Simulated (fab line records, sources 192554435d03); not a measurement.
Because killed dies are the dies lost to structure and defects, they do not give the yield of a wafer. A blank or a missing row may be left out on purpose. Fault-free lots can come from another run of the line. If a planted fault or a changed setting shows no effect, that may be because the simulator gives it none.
Chamber matching || flow n5-finfet || N5_BEOL_M12_ETCH_67 on rie-diel-05: 4 sister chambers
The step etches SiARC in CF4, target depth 143 nm, time 238.3 s. 7 wafers are shown with their chamber, then 8 later ones without.

WAFERS, EACH WITH ITS CHAMBER
{"wafer": "L076.4", "chamber": 1, "drypump-motor-current-A (A)": 5.8, "showerhead-plenum-p-Torr (Torr)": 2.20}
{"wafer": "L081.4", "chamber": 0, "drypump-motor-current-A (A)": 5.8, "showerhead-plenum-p-Torr (Torr)": 2.09}
{"wafer": "L081.5", "chamber": 3, "drypump-motor-current-A (A)": 5.3, "showerhead-plenum-p-Torr (Torr)": 2.09}
{"wafer": "L089.2", "chamber": 3, "drypump-motor-current-A (A)": 5.3, "showerhead-plenum-p-Torr (Torr)": 2.08}
{"wafer": "L089.4", "chamber": 2, "drypump-motor-current-A (A)": 5.8, "showerhead-plenum-p-Torr (Torr)": 2.10}
{"wafer": "L089.6", "chamber": 0, "drypump-motor-current-A (A)": 5.8, "showerhead-plenum-p-Torr (Torr)": 2.09}
{"wafer": "L093.3", "chamber": 2, "drypump-motor-current-A (A)": 5.9, "showerhead-plenum-p-Torr (Torr)": 2.09}

WAFERS WITHOUT THEIR CHAMBER
{"wafer": "L093.4", "drypump-motor-current-A (A)": 5.8, "showerhead-plenum-p-Torr (Torr)": 2.09}
{"wafer": "L093.5", "drypump-motor-current-A (A)": 5.8, "showerhead-plenum-p-Torr (Torr)": 2.09}
{"wafer": "L097.1", "drypump-motor-current-A (A)": 5.3, "showerhead-plenum-p-Torr (Torr)": 2.07}
{"wafer": "L097.2", "drypump-motor-current-A (A)": 5.9, "showerhead-plenum-p-Torr (Torr)": 2.09}
{"wafer": "L097.3", "drypump-motor-current-A (A)": 5.8, "showerhead-plenum-p-Torr (Torr)": 2.18}
{"wafer": "L097.4", "drypump-motor-current-A (A)": 5.3, "showerhead-plenum-p-Torr (Torr)": 2.07}
{"wafer": "L097.5", "drypump-motor-current-A (A)": 5.9, "showerhead-plenum-p-Torr (Torr)": 2.09}
{"wafer": "L097.6", "drypump-motor-current-A (A)": 5.8, "showerhead-plenum-p-Torr (Torr)": 2.18}

EACH ONE'S CHAMBER
{"wafer": "L093.4", "from the rows above": "can't be placed: 0 or 2", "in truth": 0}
{"wafer": "L093.5", "from the rows above": "can't be placed: 0 or 2", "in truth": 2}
{"wafer": "L097.1", "from the rows above": 3, "in truth": 3}
{"wafer": "L097.2", "from the rows above": "can't be placed: 2 or 0", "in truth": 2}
{"wafer": "L097.3", "from the rows above": 1, "in truth": 1}
{"wafer": "L097.4", "from the rows above": 3, "in truth": 3}
{"wafer": "L097.5", "from the rows above": "can't be placed: 2 or 0", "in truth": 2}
{"wafer": "L097.6", "from the rows above": 1, "in truth": 1}
Correctly placed: 4 of 8. These rows do not allow placing 4 (true chamber among the candidates in 4). 0 placed wrongly.
How it was worked out, from the rows above alone: a wafer's distance from a chamber is the root of the sum, over the readings, of the square of ((its reading less the chamber's mean) divided by the reading's scatter). The wafer belongs to the nearest chamber; if the next one is less than 2 further off, it can't be placed. Each chamber's mean is taken over the wafers shown for it. The scatter is the square root of a quotient: the sum, over the shown wafers, of each reading's squared deviation from its chamber's mean, divided by wafers minus chambers.
